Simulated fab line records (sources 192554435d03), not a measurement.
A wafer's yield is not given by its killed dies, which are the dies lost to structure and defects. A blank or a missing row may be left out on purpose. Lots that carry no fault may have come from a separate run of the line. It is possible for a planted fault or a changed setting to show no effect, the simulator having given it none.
Chamber matching :: flow n5_finfet :: N5_GATE_CUT_STRIP_41 on rie_diel-03: 4 sister chambers
The step strips in CF4. 4 wafers are shown with their chamber, then 11 later ones without.

== EACH WAFER AND ITS CHAMBER ==
wafer: L083.5
chamber: 1
showerhead_plenum_p_Torr (Torr): 1.83

wafer: L085.1
chamber: 2
showerhead_plenum_p_Torr (Torr): 1.82

wafer: L086.4
chamber: 3
showerhead_plenum_p_Torr (Torr): 1.88

wafer: L090.1
chamber: 0
showerhead_plenum_p_Torr (Torr): 1.80

== WAFERS WITH NO CHAMBER GIVEN ==
wafer: L090.2
showerhead_plenum_p_Torr (Torr): 1.87

wafer: L090.3
showerhead_plenum_p_Torr (Torr): 1.83

wafer: L091.1
showerhead_plenum_p_Torr (Torr): 1.82

wafer: L091.3
showerhead_plenum_p_Torr (Torr): 1.80

wafer: L091.6
showerhead_plenum_p_Torr (Torr): 1.80

wafer: L093.1
showerhead_plenum_p_Torr (Torr): 1.82

wafer: L093.4
showerhead_plenum_p_Torr (Torr): 1.87

wafer: L093.6
showerhead_plenum_p_Torr (Torr): 1.82

wafer: L095.2
showerhead_plenum_p_Torr (Torr): 1.82

wafer: L095.4
showerhead_plenum_p_Torr (Torr): 1.80

wafer: L095.5
showerhead_plenum_p_Torr (Torr): 1.80

== WHICH CHAMBER EACH WENT THROUGH ==
wafer: L090.2
from the rows above: 3
in truth: 3

wafer: L090.3
from the rows above: 1
in truth: 1

wafer: L091.1
from the rows above: 2
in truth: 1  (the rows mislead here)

wafer: L091.3
from the rows above: 0
in truth: 0

wafer: L091.6
from the rows above: 0
in truth: 0

wafer: L093.1
from the rows above: 2
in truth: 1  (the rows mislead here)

wafer: L093.4
from the rows above: 3
in truth: 3

wafer: L093.6
from the rows above: 2
in truth: 2

wafer: L095.2
from the rows above: 2
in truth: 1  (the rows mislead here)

wafer: L095.4
from the rows above: 0
in truth: 0

wafer: L095.5
from the rows above: 0
in truth: 0
Placed correctly: 8 of 11. Left unplaced by these rows: 0. 3 placed wrongly.
How it was worked out, from the rows above alone: a wafer's distance from a chamber is the root of the sum, over the readings, of the square of ((its reading less the chamber's mean) divided by the reading's scatter). If the next closest chamber is less than 2 further off than the closest, the wafer can't be placed; otherwise it belongs to the closest. A chamber's mean is the mean of its shown wafers. The scatter: with one shown wafer a chamber, the root of the mean of the squares of how far each hidden wafer lies from its nearest shown one.
